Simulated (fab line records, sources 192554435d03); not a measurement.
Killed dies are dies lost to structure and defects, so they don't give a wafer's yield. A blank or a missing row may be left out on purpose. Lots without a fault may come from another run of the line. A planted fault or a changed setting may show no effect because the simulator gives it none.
fab line records | flow n5_finfet
record lots=5 wafers=15 last_day=20
route steps=1938 shown BEOL_M0_SAQP@686 BEOL_M0_CUTY@701 BEOL_M0@715 BEOL_M4@1111
lots that met no fault: from a run of the same line without faults
start_h: hours from the record's first day to the start of the lot's first wafer shown | wait_h: hours since the lot's step before | " the same as in the row above | L1.1+2: a row that stands for several wafers | - no value, or no start given | * or withheld: withheld | < > ~ a bound
route shown NAME@n: a module of which the file shows steps, and the number in the route of the first | usual: mean/standard deviation of fault-free wafers | same: alike in all rows | chamber/n: place in a boat | sites: the reading at each site | _std_site: their standard deviation | _edge_site: outer sites' mean less inner sites' | radius_mm: how far each site lies from the wafer's centre | mask NAME#n: copy n | behind: the tool/chamber that last shaped the wafer | hold: why the lot was held/for how many hours/how that ended | device: the transistor (n, p or np) that didn't switch | end of line: the same wafers' tests at the end of the route | a step without rows: its recipe alone | killed: dies lost to structure and defects at the first sort, not the wafer's yield | map: a wafer's dies, x killed, . not, _ none there
set.NAME: the setting as run; set.NAME@STEP: as run at that earlier step | model.NAME: the simulator's own value behind a step, which no gauge read
lots at some steps of the route; a table a step, a row a wafer
services: from which hour (start_h, from the record's first day; less than 0 if before it) a tool's chamber was out of use, for how many hours, and why
## steps
# step N5_BEOL_M0_SAQP_EXPOSE_37
# recipe mask_id=M0_CUT1 na=0.33 source_shape=annular sigma_inner=0.35 sigma_outer=0.8 polarization=unpolarized target_cd_nm=30 dose_mj=44.75
# step N5_BEOL_M0_SAQP_PEB_38
# recipe peb_temp_c=100 peb_time_s=60 resist=CAR-EUV
# step N5_BEOL_M0_SAQP_DEVELOP_39
# recipe develop_time_s=30 developer=TMAH resist=CAR-EUV rinse_liquid=surfactant_rinse dry=air_spin dev_temp_c=23
# step N5_BEOL_M0_SAQP_DESCUM_45
# recipe chemistry=O2 time_s=7 source_power_w=50 bias_power_w=20 pressure_mtorr=20 rf_frequency_hz=2.712e+07 temp_c=40 resist=CAR-EUV o2_flow_sccm=225
# step N5_BEOL_M0_SAQP_ETCH_88
# recipe chemistry=N2/H2 target=underlayer target_depth_a=65 time_s=5.2 ion_energy_ev=200 mask_material=CAR-EUV pressure_mtorr=30 source_w=840 bias_w=150 n2_flow_sccm=200 h2_flow_sccm=200 ends=cleared
# step N5_BEOL_M0_SAQP_ETCH_73
# recipe chemistry=CF4 target=SiARC target_depth_a=195 mask_material=CAR-EUV time_s=32.5 ion_energy_ev=80 pressure_mtorr=40 source_w=545 bias_w=36 Ar_flow_sccm=100 cf4_flow_sccm=100 ends=cleared
# step N5_BEOL_M0_SAQP_CUT_ETCH_46
# recipe chemistry=N2/H2 target=SOC target_depth_a=1350 overetch_a=270 temp_c=40 time_s=202.5 ion_energy_ev=200 mask_material=SiARC pressure_mtorr=30 source_w=840 bias_w=150 n2_flow_sccm=200 h2_flow_sccm=200
# step N5_BEOL_M0_SAQP_STRIP_74
# recipe chemistry=N2/H2 temp_c=40 n2_flow_sccm=200 h2_flow_sccm=200 rf_frequency_hz=6e+07
# step N5_BEOL_M0_SAQP_STRIP_89
# recipe chemistry=N2/H2 temp_c=40 n2_flow_sccm=200 h2_flow_sccm=200 rf_frequency_hz=6e+07
# step N5_BEOL_M0_SAQP_ALD_48
# recipe material=SiO2 target_thk_a=200 temp_c=100 ald_precursor_family=BDEAS ald_co_reactant=O2-plasma pulse_time_s=1 co_reactant_pulse_time_s=1 purge_time_s=2 co_reactant_purge_time_s=2 ald_cycles=139 pressure_torr=2
# usual ald_cycles=139/0 heater_power_w=75/9.1 precursor_pulse_height_rel=1.001/0.02
# columns lot.wafer tool chamber start_h wait_h ald_cycles heater_power_w precursor_pulse_height_rel model.SiO2_of_BEOL_M0_SAQP_ALD_48.thk_nm
L819.1 ald_sin-01 3 189.08 0.3 95 79 1.008 13.8
L819.2 " 2 " " 95 82 0.982 13.6
L819.4 " 1 " " 139 68 1.012 20
L821.1 ald_sin-01 2 199.56 0.2 95 82 0.980 13.6
L821.4 " 1 " " 139 67 1.013 20
L821.5 " 3 " " 95 78 0.986 13.6
L822.1 ald_sin-01 2 203.19 0.0 95 82 1.016 13.8
L822.2 " 3 " " 95 80 1.005 13.8
L822.5 " 2 " " 95 79 0.999 13.8
L826.2 ald_sin-02 0 225.93 0.1 139 72 1.014 20.2
L826.5 " 1 " " 139 87 1.006 20.2
L826.6 " 0 " " 139 73 1.002 20
L829.3 ald_sin-02 0 259.32 0.3 139 73 1.007 20
L829.4 " 2 " " 139 61 1.023 20
L829.5 " 3 " " 139 70 0.992 20
# step N5_BEOL_M0_SAQP_ETCH_49
# recipe chemistry=CF4/O2 target_depth_a=370 target=SiO2 pressure_mtorr=40 source_w=535 bias_w=49 Ar_flow_sccm=100 cf4_flow_sccm=100 O2_flow_sccm=10 ion_energy_ev=100
# step N5_BEOL_M0_SAQP_STRIP_75
# recipe chemistry=CF4 resist=SiARC power_w=300 bias_power_w=75 pressure_mtorr=50 cf4_flow_sccm=150 rf_frequency_hz=6e+07
# step N5_BEOL_M0_CUTY_COAT_50
# recipe resist=SiARC temp_c=220 time_s=60 spin_rpm=1500 resist_thk_nm=15
# step N5_BEOL_M0_CUTY_COAT_51
# recipe resist=CAR-ArF-block spin_rpm=1500 resist_thk_nm=150
# step N5_BEOL_M0_CUTY_EBR_52
# recipe solvent=PGMEA ebr_width_mm=1.5
# step N5_BEOL_M0_CUTY_SOFTBAKE_53
# recipe temp_c=110 time_s=60 resist=CAR-ArF-block
# step N5_BEOL_M0_CUTY_EXPOSE_54
# recipe mask_id=M0_ABLK na=1.35 source_shape=conventional sigma_outer=0.8 polarization=unpolarized dose_mj=36
# step N5_BEOL_M0_CUTY_PEB_55
# recipe peb_temp_c=110 peb_time_s=60 resist=CAR-ArF-block
# step N5_BEOL_M0_CUTY_DEVELOP_56
# recipe develop_time_s=30 developer=TMAH resist=CAR-ArF-block rinse_liquid=diw dry=air_spin dev_temp_c=23
# step N5_BEOL_M0_CUTY_DESCUM_61
# recipe chemistry=O2 time_s=7.9 source_power_w=50 bias_power_w=20 pressure_mtorr=20 rf_frequency_hz=2.712e+07 temp_c=40 resist=CAR-ArF-block o2_flow_sccm=225
# step N5_BEOL_M0_CUTY_ETCH_62
# recipe chemistry=CF4 target=SiARC mask_material=CAR-ArF-block time_s=58.5 ion_energy_ev=80 pressure_mtorr=40 source_w=545 bias_w=36 Ar_flow_sccm=100 cf4_flow_sccm=100 ends=cleared
# step N5_BEOL_M0_CUTY_ETCH_63
# recipe chemistry=N2/H2 target=SOC target_depth_a=827 overetch_a=165 mask_material=SiARC temp_c=40 ion_energy_ev=200 time_s=124 pressure_mtorr=30 source_w=840 bias_w=150 n2_flow_sccm=200 h2_flow_sccm=200
# step N5_BEOL_M0_CUTY_STRIP_64
# recipe chemistry=N2/H2 temp_c=40 n2_flow_sccm=200 h2_flow_sccm=200 rf_frequency_hz=6e+07
# step N5_BEOL_M0_ETCH_138
# recipe chemistry=CH3F/O2 target_depth_a=120 target=SiCN time_s=31.6 ion_energy_ev=120 pressure_mtorr=30 source_w=395 bias_w=75 Ar_flow_sccm=150 CH3F_flow_sccm=30 O2_flow_sccm=20 ends=cleared
# step N5_BEOL_M0_HM_OPEN_105
# recipe chemistry=Cl2/BCl3 target_depth_a=120 target=TiN ion_energy_ev=150 pressure_mtorr=10 icp_w=1000 bias_w=126 Cl2_flow_sccm=53.25 bcl3_flow_sccm=21.75 Ar_flow_sccm=25
# step N5_BEOL_M0_STRIP_140
# recipe chemistry=CF4 resist=SiARC power_w=300 bias_power_w=75 pressure_mtorr=50 cf4_flow_sccm=150 rf_frequency_hz=6e+07
# usual drypump_motor_current_A=5.8/0.42 oes_product_au=0.73/0.055 rf_vpp_V=271.4/1.3 showerhead_plenum_p_Torr=1.81/0.034 throttle_valve_pct=13.62/0.15
# columns lot.wafer tool chamber start_h wait_h drypump_motor_current_A oes_product_au rf_hours_counter_h rf_vpp_V showerhead_plenum_p_Torr throttle_valve_pct model.SiO2_of_BEOL_M0_SAQP_ALD_48.thk_nm
L819.1 rie_diel-05 0 192.10 0.4 6.1 0.74 134 268.3 1.80 13.62 8
L819.2 " 3 " " 5.5 0.73 172 273.1 1.86 13.58 7.6
L819.4 " 1 " " 6.3 0.84 45 270.4 1.76 13.28 11
L821.1 rie_diel-05 0 203.85 0.5 6.1 0.74 139 271.1 1.80 13.62 7.8
L821.4 " 1 " " 6.3 0.82 50 271.5 1.76 13.30 11
L821.5 " 3 " " 5.5 0.73 - 272.9 1.86 13.58 7.2
L822.1 rie_diel-04 3 206.14 0.1 5.3 0.67 226 270.3 1.85 13.84 7.6
L822.2 " 0 " " 6.0 0.66 234 271.9 1.77 13.61 8.2
L822.5 " 3 " " 5.3 0.67 - 271.8 1.85 13.85 7.8
L826.2 rie_diel-02 3 227.41 0.1 5.8 0.68 245 272.2 1.83 13.84 11.6
L826.5 " 3 " " 5.8 0.68 - 271.8 1.83 13.83 11.4
L826.6 " 0 " " 6.3 0.82 - 271.2 1.81 13.49 11.6
L829.3 rie_diel-05 2 264.93 0.3 5.7 0.69 229 270.6 1.77 13.50 11.6
L829.4 " 0 " " 6.1 0.71 161 270.2 1.79 13.68 11.2
L829.5 " 1 " " 6.3 0.81 - 268.0 1.75 13.37 11
# step N5_BEOL_M0_STRIP_104
# recipe chemistry=N2/H2 power_w=450 temp_c=40 pressure_mtorr=20 rf_frequency_hz=6e+07 overash_fraction=0.3 bias_power_w=7 h2_frac=0.5 n2_flow_sccm=200 h2_flow_sccm=200
# step N5_BEOL_M4_RC_MEAS_101
# usual DIBL_N=36.0/1.3 DIBL_P=36.2/1.7 IOFF_N=0.155/0.024 IOFF_P=0.21/0.034 ION_N=674/9 ION_P=463/7.1 SS_N=71.4/0.5 SS_P=73.4/0.57 VT_N=250.0/2.8 VT_P=-251/3.2
# columns lot.wafer tool chamber start_h wait_h DIBL_N[mV/V] DIBL_P[mV/V] IOFF_N[nA/um] IOFF_P[nA/um] ION_N[uA/um] ION_P[uA/um] SS_N[mV/dec] SS_P[mV/dec] VT_N[mV] VT_P[mV]
L819.1 prober-02 0 280.94 0.0 38.4 40.1 0.205 0.26 691 473 72.0 74.9 246.8 -248
L819.2 " 0 " " 38.6 40.1 0.226 0.26 696 472 71.7 74.1 242.8 -248
L819.4 " 0 " " 36.9 38.2 0.182 0.23 690 469 71.4 74.0 248.5 -249
L821.1 prober-01 0 295.73 0.0 35.1 35.8 0.161 0.21 676 462 72.1 73.3 249.1 -250
L821.4 " 0 " " 35.6 36.7 0.174 0.23 679 464 71.7 74.4 246.4 -246
L821.5 " 0 " " 34.1 34.7 0.149 0.19 674 460 71.1 72.4 247.5 -249
L822.1 prober-01 0 314.91 0.0 37.1 38.4 0.193 0.27 678 475 71.6 73.7 247.1 -246
L822.2 " 0 " " 35.7 36.5 0.167 0.25 684 475 71.8 73.3 246.7 -246
L822.5 " 0 " " 35.7 36.7 0.166 0.24 673 468 71.3 73.4 247.9 -245
L826.2 prober-01 0 322.36 0.2 33.4 35.8 0.125 0.17 667 459 71.7 73.2 251.8 -253
L826.5 " 0 " " 36.2 38.4 0.159 0.21 682 458 72.4 73.3 248.4 -250
L826.6 " 0 " " 35.4 38.5 0.154 0.21 692 468 71.7 73.6 251.9 -250
L829.3 prober-01 0 369.74 0.3 36.5 37.8 0.169 0.22 677 467 72.0 73.8 246.4 -251
L829.4 " 0 " " 36.6 38.2 0.188 0.24 689 471 72.0 73.6 246.5 -249
L829.5 " 0 " " 36.4 37.4 0.172 0.22 679 462 71.7 73.4 246.8 -250
## services
# columns tool chamber start_h hours kind
rie_diel-02 - 187.57 0.5 repair
rie_diel-05 1 217.15 4.6 repair
rie_diel-02 1 217.15 5.2 repair
ald_sin-02 2 230.18 - calibration
rie_diel-04 3 230.56 7.6 repair
rie_diel-02 3 237.75 - clean
rie_diel-02 3 237.75 - consumable_replace:esc
rie_diel-02 3 237.75 - consumable_replace:focus_ring
rie_diel-02 3 237.75 29.9 scheduled_down
rie_diel-02 3 237.75 29.9 vent_cycle
rie_diel-04 0 244.50 - clean
rie_diel-04 0 244.50 - consumable_replace:focus_ring
rie_diel-04 0 244.50 19.1 scheduled_down
rie_diel-04 0 244.50 19.1 vent_cycle
ald_sin-02 1 258.32 3.4 repair
rie_diel-04 2 263.68 2.8 repair
## key
first_sign step=N5_BEOL_M0_SAQP_ALD_48 reading=ald_cycles direction=down sigmas=99+ usual=* struck=*
effect none on later readings
model_effect step=N5_BEOL_M0_SAQP_ALD_48 value=SiO2_of_BEOL_M0_SAQP_ALD_48.thk_nm without=19.97 struck=13.71
model_effect step=N5_BEOL_M0_STRIP_140 value=SiO2_of_BEOL_M0_SAQP_ALD_48.thk_nm without=11.29 struck=7.743
met_at N5_BEOL_M0_SAQP_ALD_48
struck_wafers L819.1,L819.2,L821.1,L821.5,L822.1,L822.2,L822.5
fault kind=process_parameter_drift tool=ald_sin-01 chamber=- onset_h=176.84 steps=N5_BEOL_M0_SAQP_ALD_48 channel=ald_cycles offset=* shape=step end_h=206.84 scope=struck_wafers_only acts_in=* stated=*
